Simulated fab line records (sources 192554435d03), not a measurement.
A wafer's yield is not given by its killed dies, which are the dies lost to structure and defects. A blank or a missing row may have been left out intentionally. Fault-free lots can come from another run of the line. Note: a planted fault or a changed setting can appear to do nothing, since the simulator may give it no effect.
Matching of chambers + flow n5_finfet + N5_HKMG_FIN_CVD_62 on thermal_cvd_si-02 has 3 sister chambers
The step deposits a-Si from Si2H6, target thk 3 nm, time 20.8 s. 24 wafers are shown with their chamber, then 12 later ones without.

WAFERS, EACH WITH ITS CHAMBER
| wafer  | chamber | heater_power_outer_w (W) | heater_power_w (W) | chamber_pressure_Torr (Torr) |
|--------|---------|--------------------------|--------------------|------------------------------|
| L075.3 | 2       | 1170                     | 1772               | 1.0046                       |
| L075.4 | 0       | 974                      | 1496               | 1.0020                       |
| L075.6 | 2       | 1185                     | 1727               | 1.0045                       |
| L077.1 | 2       | 1144                     | 1693               | 0.9979                       |
| L077.2 | 0       | 974                      | 1559               | 0.9998                       |
| L077.3 | 1       | 976                      | 1489               | 1.0026                       |
| L079.3 | 1       | 961                      | 1423               | 0.9989                       |
| L079.5 | 1       | 967                      | 1432               | 1.0013                       |
| L079.6 | 0       | 928                      | 1493               | 0.9987                       |
| L081.3 | 0       | 957                      | 1545               | 0.9990                       |
| L081.4 | 1       | 990                      | 1437               | 1.0014                       |
| L081.5 | 2       | 1135                     | 1737               | 1.0019                       |
| L083.2 | 0       | 951                      | 1498               | 1.0005                       |
| L083.5 | 0       | 965                      | 1527               | 1.0009                       |
| L083.6 | 1       | 990                      | 1473               | 1.0006                       |
| L085.1 | 1       | 972                      | 1459               | 0.9981                       |
| L085.3 | 0       | 967                      | 1492               | 0.9977                       |
| L085.4 | 2       | 1176                     | 1748               | 1.0006                       |
| L087.1 | 2       | 1163                     | 1747               | 0.9978                       |
| L087.4 | 2       | 1156                     | 1730               | 0.9987                       |
| L087.5 | 1       | 1000                     | 1455               | 1.0018                       |
| L089.1 | 1       | 983                      | 1441               | 1.0017                       |
| L089.4 | 1       | 965                      | 1438               | 0.9979                       |
| L089.6 | 2       | 1151                     | 1756               | 0.9994                       |

SIGNATURES, as means of the wafers listed above
| reading               | chamber 0 | chamber 1 | chamber 2 | scatter within a chamber |
|-----------------------|-----------|-----------|-----------|--------------------------|
| heater_power_outer_w  | 959.43    | 978.22    | 1160.00   | 15.4                     |
| heater_power_w        | 1515.71   | 1449.67   | 1738.75   | 24                       |
| chamber_pressure_Torr | 0.999800  | 1.000478  | 1.000675  | 0.00207                  |
Rule: for each reading, subtract the chamber's mean from the wafer's reading, divide by that reading's scatter and square the result; add these up over the readings and take the root, which gives the wafer's distance from the chamber. If the next closest chamber is less than 2 further off than the closest, the wafer can't be placed; otherwise it belongs to the closest. The scatter: take each reading less its chamber's mean, square it, sum over the shown wafers, divide by the number of wafers less the number of chambers, and take the root.

WAFERS WITHOUT THEIR CHAMBER
| wafer  | heater_power_outer_w (W) | heater_power_w (W) | chamber_pressure_Torr (Torr) |
|--------|--------------------------|--------------------|------------------------------|
| L091.2 | 1152                     | 1760               | 0.9951                       |
| L091.5 | 1010                     | 1469               | 1.0003                       |
| L091.6 | 1153                     | 1753               | 1.0029                       |
| L093.1 | 943                      | 1557               | 0.9965                       |
| L093.2 | 979                      | 1431               | 0.9996                       |
| L093.6 | 1173                     | 1763               | 1.0020                       |
| L095.1 | 942                      | 1480               | 0.9988                       |
| L095.3 | 990                      | 1432               | 0.9998                       |
| L095.4 | 979                      | 1518               | 0.9995                       |
| L097.2 | 984                      | 1450               | 0.9994                       |
| L097.3 | 1165                     | 1680               | 0.9967                       |
| L097.5 | 1133                     | 1758               | 1.0010                       |

CHAMBER TAKEN BY EACH
| wafer  | from the rows above     | in truth |
|--------|-------------------------|----------|
| L091.2 | 2                       | 2        |
| L091.5 | can't be placed: 1 or 0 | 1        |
| L091.6 | 2                       | 2        |
| L093.1 | 0                       | 0        |
| L093.2 | 1                       | 1        |
| L093.6 | 2                       | 2        |
| L095.1 | can't be placed: 0 or 1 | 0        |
| L095.3 | 1                       | 1        |
| L095.4 | can't be placed: 0 or 1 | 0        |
| L097.2 | 1                       | 1        |
| L097.3 | 2                       | 2        |
| L097.5 | 2                       | 2        |
9 of 12 placed correctly. Can't be placed from these rows: 3 (the true chamber is among the candidates in 3). 0 placed wrongly.
